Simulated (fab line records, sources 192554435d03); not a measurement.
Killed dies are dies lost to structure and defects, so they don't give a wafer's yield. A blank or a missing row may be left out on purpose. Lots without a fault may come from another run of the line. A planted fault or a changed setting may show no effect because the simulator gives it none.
Which tool did it? | flow n5_finfet | 13 lots, 36 wafers sampled, at 4 steps of a route of 1938

WHAT THE GAUGES READ, wafer by wafer
The record holds no reading of a measuring or inspecting step that can be judged against a usual standard deviation.

WHICH TOOL RAN EACH LOT (tool, then ch and the chambers of the sampled wafers, then the start)
lot  | N5_BEOL_M12_PRE_CLEAN_42     | N5_BEOL_M12_SPUTTER_43       | N5_BEOL_M12_CMP_49            | N5_PASSIVATION_PROBE_49
L126 | pvd_sputter-03, day 11 00:07 | pvd_sputter-03, day 11 00:09 | cmp-03 ch 0,1,3, day 11 01:23 | -
L128 | pvd_sputter-03, day 11 00:26 | pvd_sputter-03, day 11 00:28 | cmp-04 ch 1,3, day 11 01:47   | -
L130 | pvd_sputter-01, day 11 22:05 | pvd_sputter-01, day 11 22:07 | cmp-04 ch 0,1,3, day 11 23:32 | prober-01, day 13 09:31
L131 | pvd_sputter-02, day 12 06:16 | pvd_sputter-02, day 12 06:21 | cmp-04 ch 0,1,3, day 12 07:19 | prober-01, day 14 12:02
L138 | pvd_sputter-03, day 14 01:01 | pvd_sputter-03, day 14 01:04 | cmp-03 ch 0,2, day 14 01:56   | -
L139 | pvd_sputter-01, day 14 01:18 | pvd_sputter-01, day 14 01:22 | cmp-03 ch 0,1, day 14 02:28   | prober-02, day 15 15:50
L140 | pvd_sputter-03, day 14 11:12 | pvd_sputter-03, day 14 11:14 | cmp-03 ch 1,2, day 14 12:24   | -
L142 | pvd_sputter-03, day 14 18:52 | pvd_sputter-03, day 14 18:54 | cmp-04 ch 1,2, day 14 19:59   | prober-01, day 16 05:13
L144 | pvd_sputter-01, day 15 14:41 | pvd_sputter-01, day 15 14:44 | cmp-04 ch 0,1,3, day 15 15:40 | -
L145 | pvd_sputter-03, day 15 23:45 | pvd_sputter-03, day 15 23:47 | cmp-03 ch 0,1,2, day 16 00:30 | -
L147 | pvd_sputter-03, day 16 00:37 | pvd_sputter-03, day 16 00:39 | cmp-01 ch 1,2,3, day 16 01:42 | -
L143 | pvd_sputter-03, day 16 02:55 | pvd_sputter-03, day 16 02:57 | cmp-04 ch 1,2, day 16 03:49   | -
L146 | pvd_sputter-01, day 16 09:50 | pvd_sputter-01, day 16 09:53 | cmp-04 ch 0,1,3, day 16 10:43 | prober-01, day 17 20:08
- N5_BEOL_M12_PRE_CLEAN_42: time 30 s.
- N5_BEOL_M12_SPUTTER_43: material TaN, target thk 15 nm, time 24.19 s.
- N5_BEOL_M12_CMP_49: polishes, stops on SiOC, t overpolish 20.6 s, target thk 320 nm.
- N5_PASSIVATION_PROBE_49

WHAT THE TOOLS THEMSELVES READ (means of the sampled wafers that have a number; where no wafer has one, the mark that the record gives instead)
N5_BEOL_M12_PRE_CLEAN_42.
lot  | tool           | heater_power_w (W)
L126 | pvd_sputter-03 | 341
L128 | pvd_sputter-03 | 334
L130 | pvd_sputter-01 | 352
L131 | pvd_sputter-02 | 310
L138 | pvd_sputter-03 | 338
L139 | pvd_sputter-01 | 318
L140 | pvd_sputter-03 | 332
L142 | pvd_sputter-03 | 334
L144 | pvd_sputter-01 | 317
L145 | pvd_sputter-03 | 335
L147 | pvd_sputter-03 | 355
L143 | pvd_sputter-03 | 339
L146 | pvd_sputter-01 | 348

N5_BEOL_M12_SPUTTER_43.
lot  | tool           | chamber_pressure_pa (Pa) | throttle_valve_pct (%)
L126 | pvd_sputter-03 | 0.12015                  | 30.6
L128 | pvd_sputter-03 | 0.11979                  | 30.6
L130 | pvd_sputter-01 | 0.11991                  | 29.4
L131 | pvd_sputter-02 | 0.12004                  | 30.7
L138 | pvd_sputter-03 | 0.12001                  | 30.0
L139 | pvd_sputter-01 | 0.12015                  | 30.2
L140 | pvd_sputter-03 | 0.12011                  | 30.6
L142 | pvd_sputter-03 | 0.11985                  | 30.6
L144 | pvd_sputter-01 | 0.11994                  | 29.9
L145 | pvd_sputter-03 | 0.12011                  | 30.6
L147 | pvd_sputter-03 | 0.11994                  | 30.9
L143 | pvd_sputter-03 | 0.11985                  | 30.0
L146 | pvd_sputter-01 | 0.12001                  | 29.3

N5_BEOL_M12_CMP_49.
lot  | tool   | barrier_field_endpoint_s (s) | clearing_platen_down_force_psi (psi) | head_pressure_psi (psi) | motor_current_A (A) | overpolish_run_s (s) | platen_rpm (rpm) | retaining_ring_pressure_frac
L126 | cmp-03 | 29.3                         | 1.4960                               | 1.0014                  | 5.9                 | 20.602               | 50.02            | 1.000
L128 | cmp-04 | 31.3                         | 1.5022                               | 1.0001                  | 5.8                 | 20.596               | 50.01            | 1.003
L130 | cmp-04 | 29.5                         | 1.4988                               | 1.0221                  | 5.5                 | 20.596               | 49.99            | 0.999
L131 | cmp-04 | 30.1                         | 1.5029                               | 1.0218                  | 5.8                 | 20.601               | 50.01            | 1.001
L138 | cmp-03 | 29.7                         | 1.5028                               | 1.0011                  | 6.0                 | 20.599               | 50.00            | 0.998
L139 | cmp-03 | 29.6                         | 1.5015                               | 1.0007                  | 6.1                 | 20.595               | 49.97            | 0.993
L140 | cmp-03 | 28.6                         | 1.4991                               | 0.9991                  | 6.3                 | 20.597               | 49.97            | 1.002
L142 | cmp-04 | 30.7                         | 1.4999                               | 1.0007                  | 6.2                 | 20.601               | 50.02            | 1.001
L144 | cmp-04 | 29.9                         | 1.4983                               | 0.9998                  | 5.3                 | 20.603               | 50.01            | 1.000
L145 | cmp-03 | 28.5                         | 1.4995                               | 1.0016                  | 6.2                 | 20.602               | 50.01            | 1.001
L147 | cmp-01 | 31.5                         | 1.4997                               | 1.0005                  | 5.8                 | 20.598               | 50.04            | 1.002
L143 | cmp-04 | 30.2                         | 1.5009                               | 0.9996                  | 6.1                 | 20.604               | 49.98            | 1.004
L146 | cmp-04 | 30.4                         | 1.4959                               | 0.9997                  | 5.5                 | 20.598               | 50.00            | 1.005

N5_PASSIVATION_PROBE_49.
lot  | tool      | defect_limited_yield (%) | killed_at_M0_to_M3 | killed_at_M4_up | killed_at_contacts | killed_at_front_end | killed_at_other | killed_dies | killed_open | killed_short | sort_bin_5_function (%) | sort_bin_6_memory (%) | sort_n_pass | sort_yield_pct (%)
L130 | prober-01 | 91.9                     | 32                 | 12              | 16                 | 32                  | 3               | 95          | 63          | 32           | 5.0                     | 2.8                   | 1085        | 91.9
L131 | prober-01 | 92.7                     | 21                 | 14              | 12                 | 28                  | 11              | 86          | 55          | 28           | 4.6                     | 2.6                   | 1094        | 92.7
L139 | prober-02 | 92.8                     | 36                 | 12              | 5                  | 30                  | 2               | 84          | 56          | 25           | 3.5                     | 3.0                   | 1096        | 92.8
L142 | prober-01 | 92.7                     | 22                 | 11              | 14                 | 34                  | 4               | 86          | 54          | 30           | 4.1                     | 2.9                   | 1094        | 92.7
L146 | prober-01 | 89.4                     | 50                 | 13              | 7                  | 46                  | 9               | 125         | 81          | 36           | 5.7                     | 4.1                   | 1055        | 89.4

THE ANSWER, worked out from the rows above alone
Rule: what is usual is taken from the lots themselves. Put in order of their means at a reading, lots are off if they are a third of the lots or fewer, leave a main group of 4 or more, and stand apart from it by a gap of 3 or more times the standard deviation of the main group's means; of several such gaps the widest counts. A main group whose means are all the same, to the digits that the tables above print for the reading, isn't used. A lot without any number at a reading at which 4 lots or more have one is off too. The other lots that the step has rows for count as sound. The gauges are gone through in route order, then the tools' own readings, and for those a lot's mean is taken as printed above. The first step at which some lot is off is used, and at that step the reading that is off furthest; a lot without a number counts as furthest.
Off: L130, L131, at N5_BEOL_M12_CMP_49 (head_pressure_psi). The main group: mean 1.0004 psi, standard deviation 0.00076.
A tool fits if, at that step or a process step before it, it ran every lot that is off, and no sound lot after the first of them. None of those tried fits.

WHAT THE SIMULATOR HAD PUT IN
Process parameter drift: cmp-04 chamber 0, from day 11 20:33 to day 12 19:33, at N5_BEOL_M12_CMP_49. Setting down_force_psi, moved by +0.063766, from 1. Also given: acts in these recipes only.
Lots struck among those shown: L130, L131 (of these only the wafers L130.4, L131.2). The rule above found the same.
